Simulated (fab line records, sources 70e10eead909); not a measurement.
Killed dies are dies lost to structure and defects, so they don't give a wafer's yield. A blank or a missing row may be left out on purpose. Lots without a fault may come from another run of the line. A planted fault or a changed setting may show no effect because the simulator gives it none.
Which tool did it? | flow nand_harc | 14 lots, 42 wafers sampled, at 4 steps of a route of 1302

WHAT THE GAUGES READ, wafer by wafer
The record holds no reading of a measuring or inspecting step that can be judged against a usual standard deviation.

WHICH TOOL RAN EACH LOT (tool, then ch and the chambers of the sampled wafers, then the start)
lot  | NHARC_A_CHANNEL_HOLE_D2_ETCH_25  | NHARC_A_CHANNEL_FILL_D2_ETCHBACK_19 | NHARC_A_CHANNEL_FILL_D2_ALD_25   | NHARC_A_STAIRCASE_DEP_156
L143 | har_etch-02 ch 1, day 13 13:46   | rie_si-05 ch 1,3, day 14 16:53      | ald_hk-04 ch 1,2,3, day 15 05:38 | pecvd-02 ch 0,1,2, day 15 17:40
L144 | har_etch-02 ch 0,1, day 14 03:37 | rie_si-01 ch 0,2,3, day 15 06:16    | ald_hk-01 ch 0,2,3, day 15 18:12 | pecvd-01 ch 0,2, day 16 06:16
L146 | har_etch-01 ch 0,1, day 14 07:08 | rie_si-05 ch 0,3, day 15 13:40      | ald_hk-02 ch 0,2,3, day 16 02:50 | pecvd-04 ch 0,2, day 16 13:35
L145 | har_etch-01 ch 0,1, day 14 15:45 | rie_si-05 ch 0,2,3, day 15 18:47    | ald_hk-02 ch 0,1, day 16 07:43   | pecvd-01 ch 0,1, day 17 04:41
L147 | har_etch-02 ch 0,1, day 15 01:55 | rie_si-01 ch 0,1,3, day 16 05:08    | ald_hk-01 ch 2,3, day 17 04:42   | pecvd-02 ch 1,2, day 17 16:37
L149 | har_etch-01 ch 0,1, day 15 16:34 | rie_si-05 ch 1,2,3, day 16 18:58    | ald_hk-01 ch 1,2,3, day 17 09:01 | -
L150 | har_etch-02 ch 0,1, day 15 16:41 | rie_si-06 ch 0,3, day 16 18:55      | ald_hk-02 ch 0,1,3, day 17 06:53 | pecvd-02 ch 0,2, day 17 19:00
L151 | har_etch-01 ch 0,1, day 17 02:12 | rie_si-01 ch 0,2,3, day 18 06:05    | ald_hk-01 ch 1,2,3, day 18 19:43 | -
L159 | har_etch-02 ch 0, day 20 04:23   | rie_si-06 ch 0,1,3, day 21 07:09    | ald_hk-01 ch 0,1, day 21 18:46   | pecvd-04 ch 0,1,2, day 22 06:57
L161 | har_etch-01 ch 0,1, day 20 20:40 | rie_si-01 ch 0,2, day 22 03:46      | ald_hk-01 ch 0,2, day 22 16:41   | pecvd-01 ch 0,1, day 23 04:53
L163 | har_etch-01 ch 0,1, day 21 09:24 | rie_si-06 ch 0,1,3, day 22 14:02    | ald_hk-01 ch 0,1,3, day 23 02:13 | pecvd-02 ch 1,2, day 23 13:54
L162 | har_etch-02 ch 0,1, day 21 09:37 | rie_si-01 ch 0,2, day 22 14:02      | ald_hk-04 ch 1,3, day 23 02:13   | pecvd-04 ch 0,1,2, day 23 13:42
L165 | har_etch-01 ch 0,1, day 22 23:56 | rie_si-05 ch 0,2, day 24 05:31      | ald_hk-04 ch 2,3, day 24 18:02   | pecvd-04 ch 1,2, day 25 05:29
L166 | har_etch-01 ch 0,1, day 23 16:53 | rie_si-05 ch 1,3, day 24 19:18      | ald_hk-04 ch 0,1,2, day 25 08:19 | pecvd-01 ch 1,2, day 25 20:28
- NHARC_A_CHANNEL_HOLE_D2_ETCH_25: etches the open film in C4F8/O2/Ar, time 1040.2 s, target depth 1500 nm.
- NHARC_A_CHANNEL_FILL_D2_ETCHBACK_19: etches the open film in HBr/Cl2, target depth 5 nm, time 1.7 s.
- NHARC_A_CHANNEL_FILL_D2_ALD_25: deposits SiOx, target thk 60 nm, pulse time 10 s, ald cycles 600.
- NHARC_A_STAIRCASE_DEP_156: deposits SiNx, target thk 50 nm.

WHAT THE TOOLS THEMSELVES READ (means of the sampled wafers that have a number; where no wafer has one, the mark that the record gives instead)
NHARC_A_CHANNEL_HOLE_D2_ETCH_25. Usual: drypump_motor_current_A 6.04 A, standard deviation 0.24; mfc_ar_sccm 374.9 sccm, standard deviation 1.2; o2_flow_sccm 31.19 sccm, standard deviation 0.088; showerhead_plenum_p_Torr 3.59 Torr, standard deviation 0.11; throttle_valve_pct 32.234 %, standard deviation 0.0096.
lot  | tool        | drypump_motor_current_A (A) | mfc_ar_sccm (sccm) | o2_flow_sccm (sccm) | showerhead_plenum_p_Torr (Torr) | throttle_valve_pct (%) | flag
L143 | har_etch-02 | 5.71                        | 374.4              | 31.20               | 3.72                            | 32.217                 |
L144 | har_etch-02 | 5.83                        | 374.1              | 31.19               | 3.69                            | 32.235                 |
L146 | har_etch-01 | 6.24                        | 375.8              | 31.08               | 3.62                            | 32.229                 |
L145 | har_etch-01 | 6.23                        | 375.7              | 31.17               | 3.62                            | 32.227                 |
L147 | har_etch-02 | 5.84                        | 375.3              | 31.24               | 3.69                            | 32.250                 |
L149 | har_etch-01 | 6.08                        | 373.7              | 31.20               | 3.53                            | 32.235                 |
L150 | har_etch-02 | 5.84                        | 374.0              | 31.07               | 3.68                            | 32.238                 |
L151 | har_etch-01 | 6.06                        | 374.2              | 31.26               | 3.52                            | 32.227                 |
L159 | har_etch-02 | 6.06                        | 375.0              | 31.30               | 3.61                            | 32.235                 |
L161 | har_etch-01 | 6.07                        | 375.2              | 31.14               | 3.49                            | 32.241                 |
L163 | har_etch-01 | 6.08                        | 374.5              | 31.18               | 3.48                            | 32.241                 |
L162 | har_etch-02 | 5.95                        | 375.4              | 31.27               | 3.62                            | 32.229                 |
L165 | har_etch-01 | 6.06                        | 374.9              | 31.30               | 3.47                            | 32.229                 |
L166 | har_etch-01 | 6.20                        | 374.4              | 31.08               | 3.55                            | 32.236                 |

NHARC_A_CHANNEL_FILL_D2_ETCHBACK_19. Usual: drypump_motor_current_A 6.0 A, standard deviation 0.47; mfc_cl2_sccm 50.02 sccm, standard deviation 0.14; oes_product_au 1.001 a.u., standard deviation 0.0076; throttle_valve_pct 26.405 %, standard deviation 0.0092.
lot  | tool      | drypump_motor_current_A (A) | mfc_cl2_sccm (sccm) | oes_product_au (a.u.) | throttle_valve_pct (%) | flag
L143 | rie_si-05 | 6.4                         | 50.00               | 0.999                 | 26.407                 |
L144 | rie_si-01 | 5.5                         | 50.01               | 1.001                 | 26.407                 |
L146 | rie_si-05 | 5.7                         | 49.99               | 1.004                 | 26.402                 |
L145 | rie_si-05 | 5.9                         | 49.95               | 1.008                 | 26.400                 |
L147 | rie_si-01 | 5.9                         | 50.06               | 1.001                 | 26.409                 |
L149 | rie_si-05 | 6.2                         | 49.94               | 0.994                 | 26.410                 |
L150 | rie_si-06 | 6.1                         | 50.11               | 1.000                 | 26.404                 |
L151 | rie_si-01 | 5.5                         | 50.01               | 1.004                 | 26.396                 |
L159 | rie_si-06 | 6.0                         | 49.90               | 1.009                 | 26.398                 |
L161 | rie_si-01 | 5.1                         | 50.04               | 1.008                 | 26.394                 |
L163 | rie_si-06 | 6.0                         | 49.92               | 0.996                 | 26.395                 |
L162 | rie_si-01 | 5.1                         | 50.05               | 1.005                 | 26.399                 |
L165 | rie_si-05 | 5.8                         | 50.15               | 1.008                 | 26.402                 |
L166 | rie_si-05 | 6.4                         | 49.82               | 0.993                 | 26.398                 |

NHARC_A_CHANNEL_FILL_D2_ALD_25. Usual: heater_power_outer_w 274 W, standard deviation 27; heater_power_w 485 W, standard deviation 50; precursor_pulse_height_rel 0.998, standard deviation 0.022.
lot  | tool      | heater_power_outer_w (W) | heater_power_w (W) | precursor_pulse_height_rel | flag
L143 | ald_hk-04 | 279                      | 502                | 0.991                      |
L144 | ald_hk-01 | 259                      | 467                | 0.973                      |
L146 | ald_hk-02 | 282                      | 486                | 0.990                      |
L145 | ald_hk-02 | 279                      | 486                | 1.015                      |
L147 | ald_hk-01 | 245                      | 432                | 1.002                      |
L149 | ald_hk-01 | -                        | -                  | -                          | OFF
L150 | ald_hk-02 | 285                      | 497                | 0.997                      |
L151 | ald_hk-01 | -                        | -                  | -                          | OFF
L159 | ald_hk-01 | 274                      | 474                | 1.008                      |
L161 | ald_hk-01 | 251                      | 442                | 0.982                      |
L163 | ald_hk-01 | 260                      | 450                | 0.973                      |
L162 | ald_hk-04 | 256                      | 492                | 0.995                      |
L165 | ald_hk-04 | 298                      | 555                | 1.011                      |
L166 | ald_hk-04 | 291                      | 527                | 0.993                      |

NHARC_A_STAIRCASE_DEP_156. Usual: heater_power_w 740 W, standard deviation 97; showerhead_vpp_V 1342 V, standard deviation 77.
lot  | tool     | heater_power_w (W) | showerhead_vpp_V (V) | flag
L143 | pecvd-02 | 720                | 1388                 |
L144 | pecvd-01 | 702                | 1281                 |
L146 | pecvd-04 | 708                | 1377                 |
L145 | pecvd-01 | 732                | 1261                 |
L147 | pecvd-02 | 703                | 1468                 |
L150 | pecvd-02 | 745                | 1326                 |
L159 | pecvd-04 | 803                | 1370                 |
L161 | pecvd-01 | 665                | 1269                 |
L163 | pecvd-02 | 679                | 1385                 |
L162 | pecvd-04 | 744                | 1382                 |
L165 | pecvd-04 | 756                | 1334                 |
L166 | pecvd-01 | 770                | 1300                 |

THE ANSWER, worked out from the rows above alone
Rule: a lot is off if the mean of its wafers that have a number lies more than 3 standard deviations from the usual mean. A lot without any number at a reading at which 4 lots or more have one is off too. The other lots that the step has rows for count as sound. The gauges are gone through in route order, then the tools' own readings, and for those a lot's mean is taken as printed above. The first step at which some lot is off is used, and at that step the reading that is off furthest; a lot without a number counts as furthest.
Off: L149, L151, at NHARC_A_CHANNEL_FILL_D2_ALD_25 (heater_power_outer_w). Without a number there: L149, L151.
A tool fits if, at that step or a process step before it, it ran every lot that is off, and no sound lot after the first of them. None of those tried fits.

WHAT THE SIMULATOR HAD PUT IN
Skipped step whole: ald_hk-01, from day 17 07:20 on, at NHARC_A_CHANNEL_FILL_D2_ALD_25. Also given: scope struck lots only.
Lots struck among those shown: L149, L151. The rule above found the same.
